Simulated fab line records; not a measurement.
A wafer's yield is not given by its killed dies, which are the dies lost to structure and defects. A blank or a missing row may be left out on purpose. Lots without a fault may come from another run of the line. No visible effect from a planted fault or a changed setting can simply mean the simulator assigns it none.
Problem report in the 8D (eight disciplines) form, filled by code / flow nand-harc / the parts of the form that need people (team, actions taken, sign-off) are left out

1. WHAT IS WRONG
thk-nm at NHARC_P_M2_THK_MEAS_24 reads a mean of 30.2 nm on 9 wafers of 3 lots; wafers without a fault read 144.7 nm with a standard deviation of 1.5. Measured from the usual mean, that is -76 standard deviations.
The step: measures by xrf.
First seen on wafer L403.1, day 9 21:13, on film-metro-01. At this step, 45 wafers from 15 lots have a number in the record. Rule for "out" (also "out of limits"): further than 4 standard deviations from the usual mean. The other wafers with a number count as sound.

2. WHAT IT IS; WHAT IT IS NOT
question=which readings at this step | is=thk-nm | is not=-
question=which lots | is=L403, L404, L405 | is not=L396, L397, L399, L400, L401, L411, L412, L413, L414, L415, L416, L418
question=which wafers of those lots | is=all that have a number | is not=-
question=read on which gauges | is=film-metro-01, film-metro-02 | is not=-
question=when | is=from day 9 21:13 | is not=up to then (15 sound wafers); but 21 sound wafers of L411, L412, L413, L414, L415, L416, L418 came after

3. WHAT RULES OUT EACH SUSPECT
Counting: a tool at a process step up to the reading stays a suspect if it ran every lot that is out and no sound lot after the first of them.
- ruled out: the gauge at NHARC_P_M2_THK_MEAS_24. Those wafers that are out were read across 2 gauges (film-metro-01, film-metro-02).
- ecd-cu-02 at NHARC_P_M2_ECD_22 (material Cu, target thk 400 nm): ruled out as a lasting fault. Sound lots L411, L412, L413, L416, L415, L418 ran on it after its first lot that is out, L403 (day 9 20:08).
Left after counting: nothing in the record.

4. THE CAUSE (what the simulator had put in)
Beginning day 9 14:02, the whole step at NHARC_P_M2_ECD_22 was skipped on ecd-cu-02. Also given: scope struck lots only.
The count ruled it out by mistake, since the rule takes a fault to strike every lot its tool runs from the start of the fault on, and this one did not do so.

5. THE CHAIN OF EFFECTS, in route order
Rows list readings where the struck wafers' mean (over those with a number) sits beyond 3 standard deviations from the usual. Only readings for which the record gives a usual standard deviation are gone through. hours: the time from each lot's start at the first step in this table that gives one to its start at this step, as a median over the lots. sigmas: the change in usual standard deviations.
hours=0; step=NHARC_P_M2_CMP_23; reading=time-to-endpoint-s; usual=29.0 s; on struck wafers=3.0; change=-26.0; sigmas=-9.0
hours=0; step=NHARC_P_M2_THK_MEAS_24; reading=thk-nm; usual=144.7 nm; on struck wafers=30.2; change=-114.5; sigmas=-76
It contains these process steps:
- NHARC_P_M2_CMP_23: polishes, t overpolish 20 s, target thk 144.3 nm.
Readings that are blank on the struck wafers while sound wafers have them: bath-heat-duty-pct at NHARC_P_M2_ECD_22; bath-temp-c at NHARC_P_M2_ECD_22.
At these later measuring or inspecting steps, every struck wafer for which the step has a row has a number for every such reading, and none has moved that far: NHARC_P_M2_INSPECT_27.

6. WHAT WOULD HAVE CAUGHT IT SOONER
In this record the first reading out of limits at a measuring or inspecting step was taken at day 9 21:13, 7 hours after the fault began at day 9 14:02.
At NHARC_P_M2_ECD_22 the tool's readings are blank on the struck wafers, where sound wafers have them: an empty tool record is the first sign, and it was there at once.
